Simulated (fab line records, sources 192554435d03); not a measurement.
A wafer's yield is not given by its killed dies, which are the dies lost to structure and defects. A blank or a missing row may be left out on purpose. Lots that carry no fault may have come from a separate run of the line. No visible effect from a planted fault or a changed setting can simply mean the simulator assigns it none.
What tool caused it? + flow n5 finfet + 24 lots with 72 wafers sampled at 5 steps, on a route of 1938 steps

== WHAT EACH GAUGE READ, for each wafer ==
N5_BEOL_M11_OVL_MEAS_12.
| lot  | measured     | on         | M11_OVL (nm)   |
|------|--------------|------------|----------------|
| L074 | day 10 02:32 | overlay-02 | -0.6 -0.7 -1.0 |
| L075 | day 10 06:00 | overlay-02 | 0.8 -0.8 -0.8  |
| L076 | day 10 09:20 | overlay-01 | -0.6 0.4 0.5   |
| L077 | day 10 20:03 | overlay-02 | 0.0 -2.3 -2.6  |
| L078 | day 10 20:15 | overlay-02 | 0.8 0.3 0.3    |
| L079 | day 11 04:04 | overlay-02 | -0.1 0.5 -0.6  |
| L080 | day 11 12:38 | overlay-02 | -0.7 -0.9 -1.1 |
| L081 | day 12 08:09 | overlay-02 | 0.7 0.0 0.2    |
| L082 | day 12 14:53 | overlay-01 | -0.5 0.4 -0.9  |
| L083 | day 13 00:37 | overlay-01 | -0.9 -0.3 0.3  |
| L084 | day 13 09:40 | overlay-01 | -0.2 0.8 -0.6  |
| L085 | day 13 10:11 | overlay-02 | 0.1 0.7 -0.9   |
| L086 | day 13 13:34 | overlay-01 | -0.3 0.2 -0.7  |
| L088 | day 13 14:04 | overlay-02 | 0.2 -0.2 0.1   |
| L089 | day 13 21:03 | overlay-01 | 0.5 0.7 -1.2   |
| L087 | day 13 21:25 | overlay-01 | -0.4 -0.3 -0.1 |
| L090 | day 14 03:13 | overlay-02 | -0.9 -0.3 -1.9 |
| L094 | day 15 01:44 | overlay-01 | -1.6 -0.9 -1.9 |
| L092 | day 15 08:05 | overlay-02 | -0.3 -0.1 0.0  |
| L091 | day 15 08:17 | overlay-02 | 1.2 -1.1 0.2   |
| L093 | day 15 08:32 | overlay-02 | 0.2 -0.9 -0.6  |
| L096 | day 16 02:26 | overlay-02 | 0.3 1.1 0.3    |
| L095 | day 16 02:35 | overlay-02 | 0.6 0.1 -0.7   |
| L097 | day 16 07:50 | overlay-02 | 1.6 -0.4 0.6   |

N5_BEOL_M13_OVL_MEAS_11.
| lot  | measured     | on         | V12_OVL (nm) |
|------|--------------|------------|--------------|
| L074 | day 10 15:39 | overlay-01 | -6 1 -3      |
| L075 | day 10 16:20 | overlay-01 | -3 5 6       |
| L076 | day 10 22:37 | overlay-01 | 3 5 -10      |
| L077 | day 11 06:32 | overlay-02 | 3 -2 2       |
| L078 | day 11 08:28 | overlay-02 | -3 -1 0      |
| L079 | day 11 20:40 | overlay-01 | -9 -9 -11    |
| L080 | day 12 02:07 | overlay-01 | 0 8 -5       |
| L081 | day 12 18:20 | overlay-02 | 0 0 2        |
| L082 | day 13 02:13 | overlay-02 | 7 -2 2       |
| L083 | day 13 12:43 | overlay-02 | 6 -1 -6      |
| L084 | day 13 23:06 | overlay-01 | 1 -2 -5      |
| L085 | day 13 20:53 | overlay-01 | -2 5 2       |
| L086 | day 14 02:16 | overlay-02 | 3 -7 3       |
| L088 | day 14 08:31 | overlay-01 | -1 0 -2      |
| L089 | day 14 13:19 | overlay-02 | 4 6 3        |
| L087 | day 14 08:40 | overlay-02 | 3 2 -3       |
| L090 | day 14 16:26 | overlay-02 | 3 6 7        |
| L094 | day 15 15:56 | overlay-02 | -2 -3 -2     |
| L092 | day 15 22:35 | overlay-01 | 0 0 -5       |
| L091 | day 15 22:10 | overlay-02 | -2 -14 0     |
| L093 | day 15 22:26 | overlay-02 | 8 1 -1       |
| L096 | day 16 16:17 | overlay-02 | 5 3 1        |
| L095 | day 16 15:38 | overlay-02 | 3 6 7        |
| L097 | day 17 00:42 | overlay-01 | -1 5 1       |

== WHAT TOOL EACH LOT RAN ON (gives the tool, then ch and the chambers of the sampled wafers, and finally the start) ==
| lot  | N5_BEOL_M11_CURE_71           | N5_BEOL_M12_ETCH_59                | N5_BEOL_M12_ETCH_67                |
|------|-------------------------------|------------------------------------|------------------------------------|
| L074 | uv cure-03 ch 1, day 10 00:22 | rie diel-04 ch 0,1,3, day 10 10:19 | rie diel-01 ch 1,2, day 10 11:46   |
| L075 | uv cure-03 ch 1, day 10 04:19 | rie diel-04 ch 0,1,3, day 10 11:47 | rie diel-01 ch 0,2, day 10 12:44   |
| L076 | uv cure-01 ch 1, day 10 07:51 | rie diel-04 ch 0,1,3, day 10 15:22 | rie diel-03 ch 0,1,2, day 10 16:28 |
| L077 | uv cure-03 ch 2, day 10 17:33 | rie diel-03 ch 0,3, day 11 01:01   | rie diel-01 ch 0,2, day 11 01:58   |
| L078 | uv cure-01 ch 2, day 10 17:49 | rie diel-03 ch 0,2,3, day 11 02:53 | rie diel-04 ch 0,3, day 11 03:56   |
| L079 | uv cure-03 ch 2, day 11 00:40 | rie diel-04 ch 1,3, day 11 11:40   | rie diel-04 ch 0,2,3, day 11 12:38 |
| L080 | uv cure-02 ch 2, day 11 11:17 | rie diel-03 ch 0,1,2, day 11 20:32 | rie diel-03 ch 0,1,2, day 11 21:26 |
| L081 | uv cure-01 ch 1, day 12 05:32 | rie diel-03 ch 0,1,2, day 12 14:07 | rie diel-01 ch 0,2,3, day 12 15:02 |
| L082 | uv cure-03 ch 2, day 12 12:52 | rie diel-01 ch 0,2,3, day 12 21:07 | rie diel-01 ch 1,2, day 12 22:01   |
| L083 | uv cure-02 ch 2, day 12 22:55 | rie diel-01 ch 0,1,2, day 13 06:50 | rie diel-03 ch 0,1, day 13 07:52   |
| L084 | uv cure-01 ch 2, day 13 06:06 | rie diel-03 ch 1,2,3, day 13 18:03 | rie diel-04 ch 0,1, day 13 18:58   |
| L085 | uv cure-01 ch 2, day 13 07:41 | rie diel-03 ch 2,3, day 13 16:39   | rie diel-03 ch 0,1,2, day 13 17:34 |
| L086 | uv cure-01 ch 1, day 13 11:12 | rie diel-03 ch 0,2,3, day 13 18:49 | rie diel-03 ch 0,1,2, day 13 21:12 |
| L088 | uv cure-01 ch 1, day 13 12:04 | rie diel-03 ch 0,1, day 13 20:49   | rie diel-03 ch 0,2, day 13 23:48   |
| L089 | uv cure-01 ch 1, day 13 19:22 | rie diel-04 ch 2,3, day 14 04:19   | rie diel-03 ch 2,3, day 14 06:34   |
| L087 | uv cure-01 ch 0, day 13 20:01 | rie diel-04 ch 0,1,3, day 14 03:47 | rie diel-04 ch 0,1,2, day 14 05:16 |
| L090 | uv cure-02 ch 0, day 14 01:28 | rie diel-03 ch 0,3, day 14 09:22   | rie diel-04 ch 1,2, day 14 10:42   |
| L094 | uv cure-02 ch 0, day 14 23:51 | rie diel-04 ch 1,2,3, day 15 09:49 | rie diel-03 ch 1,2,3, day 15 10:55 |
| L092 | uv cure-02 ch 2, day 15 05:17 | rie diel-04 ch 1,3, day 15 17:07   | rie diel-04 ch 0,1,3, day 15 19:02 |
| L091 | uv cure-02 ch 2, day 15 05:51 | rie diel-04 ch 0,1,3, day 15 16:11 | rie diel-04 ch 0,2,3, day 15 17:58 |
| L093 | uv cure-03 ch 2, day 15 06:40 | rie diel-04 ch 0,1,2, day 15 16:43 | rie diel-03 ch 0,1,3, day 15 18:43 |
| L096 | uv cure-03 ch 2, day 16 00:14 | rie diel-04 ch 0,1,2, day 16 09:37 | rie diel-04 ch 0,1,2, day 16 11:42 |
| L095 | uv cure-02 ch 0, day 16 00:37 | rie diel-04 ch 0,1, day 16 09:20   | rie diel-04 ch 0,1, day 16 11:13   |
| L097 | uv cure-02 ch 1, day 16 06:05 | rie diel-03 ch 1,2, day 16 15:18   | rie diel-04 ch 0,1,2, day 16 17:04 |
- N5_BEOL_M11_CURE_71: cures SiCOH lowk, time 240 s.
- N5_BEOL_M12_ETCH_59: etches BARC in N2/H2, target depth 89 nm, overetch 26.7 nm, time 67.9 s.
- N5_BEOL_M12_ETCH_67: etches SiARC in CF4, target depth 143 nm, time 238.3 s.

== AS READ BY THE TOOLS THEMSELVES (means over the sampled wafers that have a number; for cases with no such wafer, the mark the record gives instead) ==
N5_BEOL_M11_CURE_71.
| lot  | tool       | lamp power pct (%) | wafer_temp_C_max |
|------|------------|--------------------|------------------|
| L074 | uv cure-03 | 52.27              | 387.3            |
| L075 | uv cure-03 | 52.31              | 387.9            |
| L076 | uv cure-01 | 52.29              | 387.3            |
| L077 | uv cure-03 | 52.33              | 387.7            |
| L078 | uv cure-01 | 52.32              | 386.6            |
| L079 | uv cure-03 | 52.37              | 387.0            |
| L080 | uv cure-02 | 52.28              | 386.7            |
| L081 | uv cure-01 | 52.35              | 387.3            |
| L082 | uv cure-03 | 52.30              | 387.0            |
| L083 | uv cure-02 | 52.36              | 386.5            |
| L084 | uv cure-01 | 52.29              | 386.6            |
| L085 | uv cure-01 | 52.29              | 386.9            |
| L086 | uv cure-01 | 52.31              | 386.9            |
| L088 | uv cure-01 | 52.32              | 387.0            |
| L089 | uv cure-01 | 52.29              | 386.8            |
| L087 | uv cure-01 | 52.31              | 387.7            |
| L090 | uv cure-02 | 52.27              | 386.1            |
| L094 | uv cure-02 | 52.25              | 386.3            |
| L092 | uv cure-02 | 52.31              | 386.9            |
| L091 | uv cure-02 | 52.36              | 386.6            |
| L093 | uv cure-03 | 52.31              | 387.3            |
| L096 | uv cure-03 | 52.33              | 386.9            |
| L095 | uv cure-02 | 52.26              | 386.3            |
| L097 | uv cure-02 | 52.32              | 387.2            |

N5_BEOL_M12_ETCH_59.
| lot  | tool        | drypump motor current A (A) | oes product au (a.u.) | rf vpp V (V) | showerhead plenum p Torr (Torr) | throttle valve pct (%) |
|------|-------------|-----------------------------|-----------------------|--------------|---------------------------------|------------------------|
| L074 | rie diel-04 | 6.0                         | 0.64                  | 525.1        | 2.57                            | 17.98                  |
| L075 | rie diel-04 | 6.0                         | 0.65                  | 525.2        | 2.57                            | 17.99                  |
| L076 | rie diel-04 | 6.0                         | 0.64                  | 525.0        | 2.57                            | 17.98                  |
| L077 | rie diel-03 | 5.7                         | 0.74                  | 525.1        | 2.62                            | 17.56                  |
| L078 | rie diel-03 | 5.5                         | 0.70                  | 524.8        | 2.59                            | 17.59                  |
| L079 | rie diel-04 | 6.0                         | 0.66                  | 525.3        | 2.59                            | 17.94                  |
| L080 | rie diel-03 | 5.3                         | 0.64                  | 524.6        | 2.57                            | 17.65                  |
| L081 | rie diel-03 | 5.3                         | 0.64                  | 524.9        | 2.57                            | 17.68                  |
| L082 | rie diel-01 | 5.6                         | 0.63                  | 524.8        | 2.53                            | 17.85                  |
| L083 | rie diel-01 | 5.2                         | 0.67                  | 523.2        | 2.51                            | 17.82                  |
| L084 | rie diel-03 | 5.5                         | 0.67                  | 524.2        | 2.55                            | 17.69                  |
| L085 | rie diel-03 | 5.7                         | 0.71                  | 524.4        | 2.57                            | 17.62                  |
| L086 | rie diel-03 | 5.5                         | 0.68                  | 526.9        | 2.58                            | 17.62                  |
| L088 | rie diel-03 | 5.4                         | 0.64                  | 524.7        | 2.57                            | 17.70                  |
| L089 | rie diel-04 | 6.0                         | 0.82                  | 525.1        | 2.56                            | 17.43                  |
| L087 | rie diel-04 | 6.0                         | 0.72                  | 524.2        | 2.56                            | 17.90                  |
| L090 | rie diel-03 | 5.5                         | 0.68                  | 527.2        | 2.62                            | 17.60                  |
| L094 | rie diel-04 | 6.0                         | 0.74                  | 523.7        | 2.55                            | 17.63                  |
| L092 | rie diel-04 | 6.0                         | 0.71                  | 524.4        | 2.58                            | 17.87                  |
| L091 | rie diel-04 | 6.0                         | 0.69                  | 525.1        | 2.55                            | 17.93                  |
| L093 | rie diel-04 | 6.1                         | 0.66                  | 523.0        | 2.52                            | 17.88                  |
| L096 | rie diel-04 | 6.1                         | 0.66                  | 523.0        | 2.51                            | 17.90                  |
| L095 | rie diel-04 | 6.0                         | 0.61                  | 524.1        | 2.52                            | 18.18                  |
| L097 | rie diel-03 | 5.3                         | 0.60                  | 523.0        | 2.51                            | 17.81                  |

N5_BEOL_M12_ETCH_67.
| lot  | tool        | drypump motor current A (A) | etch rf on time s (s) | oes product au (a.u.) | rf vpp V (V) | showerhead plenum p Torr (Torr) | throttle valve pct (%) |
|------|-------------|-----------------------------|-----------------------|-----------------------|--------------|---------------------------------|------------------------|
| L074 | rie diel-01 | 4.9                         | 234                   | 0.61                  | 183.3        | 2.09                            | 15.74                  |
| L075 | rie diel-01 | 5.5                         | 240                   | 0.62                  | 183.7        | 2.10                            | 15.61                  |
| L076 | rie diel-03 | 5.3                         | 239                   | 0.65                  | 185.1        | 2.17                            | 15.44                  |
| L077 | rie diel-01 | 5.2                         | 238                   | 0.61                  | 182.7        | 2.07                            | 15.70                  |
| L078 | rie diel-04 | 6.0                         | 241                   | 0.60                  | 184.6        | 2.17                            | 15.76                  |
| L079 | rie diel-04 | 6.0                         | 239                   | 0.67                  | 184.3        | 2.14                            | 15.57                  |
| L080 | rie diel-03 | 5.3                         | 240                   | 0.65                  | 183.9        | 2.16                            | 15.46                  |
| L081 | rie diel-01 | 5.6                         | 240                   | 0.63                  | 184.9        | 2.14                            | 15.63                  |
| L082 | rie diel-01 | 4.9                         | 236                   | 0.68                  | 183.7        | 2.09                            | 15.58                  |
| L083 | rie diel-03 | 5.3                         | 239                   | 0.65                  | 184.8        | 2.19                            | 15.43                  |
| L084 | rie diel-04 | 6.0                         | 244                   | 0.63                  | 184.2        | 2.13                            | 15.87                  |
| L085 | rie diel-03 | 5.3                         | 239                   | 0.64                  | 184.0        | 2.16                            | 15.49                  |
| L086 | rie diel-03 | 5.3                         | 239                   | 0.63                  | 184.0        | 2.16                            | 15.49                  |
| L088 | rie diel-03 | 5.2                         | 234                   | 0.64                  | 183.9        | 2.15                            | 15.53                  |
| L089 | rie diel-03 | 5.4                         | 235                   | 0.67                  | 184.2        | 2.14                            | 15.51                  |
| L087 | rie diel-04 | 6.0                         | 240                   | 0.68                  | 184.8        | 2.12                            | 15.62                  |
| L090 | rie diel-04 | 6.1                         | 237                   | 0.72                  | 183.6        | 2.12                            | 15.36                  |
| L094 | rie diel-03 | 5.5                         | 234                   | 0.65                  | 184.5        | 2.14                            | 15.50                  |
| L092 | rie diel-04 | 6.0                         | 237                   | 0.69                  | 184.2        | 2.15                            | 15.69                  |
| L091 | rie diel-04 | 6.0                         | 236                   | 0.71                  | 184.6        | 2.13                            | 15.49                  |
| L093 | rie diel-03 | 5.5                         | 241                   | 0.65                  | 184.4        | 2.17                            | 15.45                  |
| L096 | rie diel-04 | 6.1                         | 241                   | 0.65                  | 183.8        | 2.11                            | 15.67                  |
| L095 | rie diel-04 | 6.0                         | 241                   | 0.62                  | 184.3        | 2.13                            | 15.86                  |
| L097 | rie diel-04 | 6.0                         | 239                   | 0.65                  | 184.1        | 2.11                            | 15.69                  |

== THE ANSWER, worked out from the rows above alone ==
Rule: what is usual is taken from the lots themselves. The widest of any qualifying gaps counts: lots, ordered by their means at a reading, are off when they make up no more than a third of the lots, leave a main group of 4 or more, and stand apart from it by 3 or more times the standard deviation of that group's means. A main group whose means are all the same, to the digits that the tables above print for the reading, isn't used. Also off: a lot with no number at a reading for which 4 or more lots have one. The other lots that the step has rows for count as sound. Order of review: gauges by route order, followed by the tools' own readings, for which a lot's mean as printed above is used. The first step at which some lot is off is used, and at that step the reading that is off furthest; a lot without a number counts as furthest.
No lot is off at any reading shown: from this, nothing can be told.

== WHAT HAD BEEN PUT IN BY THE SIMULATOR ==
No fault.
